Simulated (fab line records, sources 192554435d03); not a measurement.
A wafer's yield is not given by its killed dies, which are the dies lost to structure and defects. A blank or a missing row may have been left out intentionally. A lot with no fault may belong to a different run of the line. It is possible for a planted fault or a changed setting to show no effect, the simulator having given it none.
Matching of chambers    flow n5_finfet    N5_BEOL_M8_VIA_ETCH_34 on rie_diel-06: 4 sister chambers
The step etches SiCOH lowk in C4F6/O2, target depth 125.5 nm, time 50.5 s. 18 wafers are shown with their chamber, then 9 later ones without.

## WAFERS PAIRED WITH THEIR CHAMBERS
wafer   chamber  rf_vpp_V (V)  drypump_motor_current_A (A)  showerhead_plenum_p_Torr (Torr)
L077.1  3        646           5.7                          2.79
L077.2  1        684           5.6                          2.92
L077.3  2        675           5.0                          2.97
L077.4  0        677           5.2                          2.97
L077.5  1        683           5.6                          2.92
L077.6  0        678           5.2                          2.97
L081.2  2        674           4.9                          2.96
L081.4  1        685           5.6                          2.92
L081.6  3        644           5.7                          2.78
L089.1  2        676           5.0                          2.95
L089.3  0        677           5.2                          2.95
L089.5  1        683           5.6                          2.91
L091.1  2        675           5.0                          2.95
L091.5  2        677           5.0                          2.95
L091.6  0        676           5.2                          2.95
L096.1  2        674           5.0                          2.95
L096.3  3        643           5.6                          2.77
L096.5  0        676           5.2                          2.95

SIGNATURES, as means of the wafers listed above
reading                   chamber 0  chamber 1  chamber 2  chamber 3  scatter within a chamber
rf_vpp_V                  676.80     683.75     675.17     644.33     1.1
drypump_motor_current_A   5.200      5.600      4.983      5.667      0.0327
showerhead_plenum_p_Torr  2.9580     2.9175     2.9550     2.7800     0.00888
Rule: for a wafer and a chamber, the distance is found by dividing, reading by reading, the gap between the wafer's reading and the chamber's mean by the reading's scatter, squaring, summing and taking the root. If the next closest chamber is less than 2 further off than the closest, the wafer can't be placed; otherwise it belongs to the closest. How the scatter is found: for the shown wafers, subtract from each reading the mean of its chamber, square and add these, divide the total by (wafers less chambers), then take the root.

## WAFERS WHOSE CHAMBER IS MISSING
wafer   rf_vpp_V (V)  drypump_motor_current_A (A)  showerhead_plenum_p_Torr (Torr)
L092.1  675           5.0                          2.95
L092.3  677           5.2                          2.95
L092.6  677           5.2                          2.95
L095.3  677           5.2                          2.95
L095.5  676           5.0                          2.95
L095.6  644           5.7                          2.77
L097.2  684           5.6                          2.91
L097.3  677           5.2                          2.95
L097.4  676           5.0                          2.94

## WHICH CHAMBER EACH WENT THROUGH
wafer   from the rows above  in truth
L092.1  2                    2
L092.3  0                    0
L092.6  0                    0
L095.3  0                    0
L095.5  2                    2
L095.6  3                    3
L097.2  1                    1
L097.3  0                    0
L097.4  2                    2
Correctly placed: 9 of 9. Not placeable from these rows: 0. Number placed wrongly: 0.
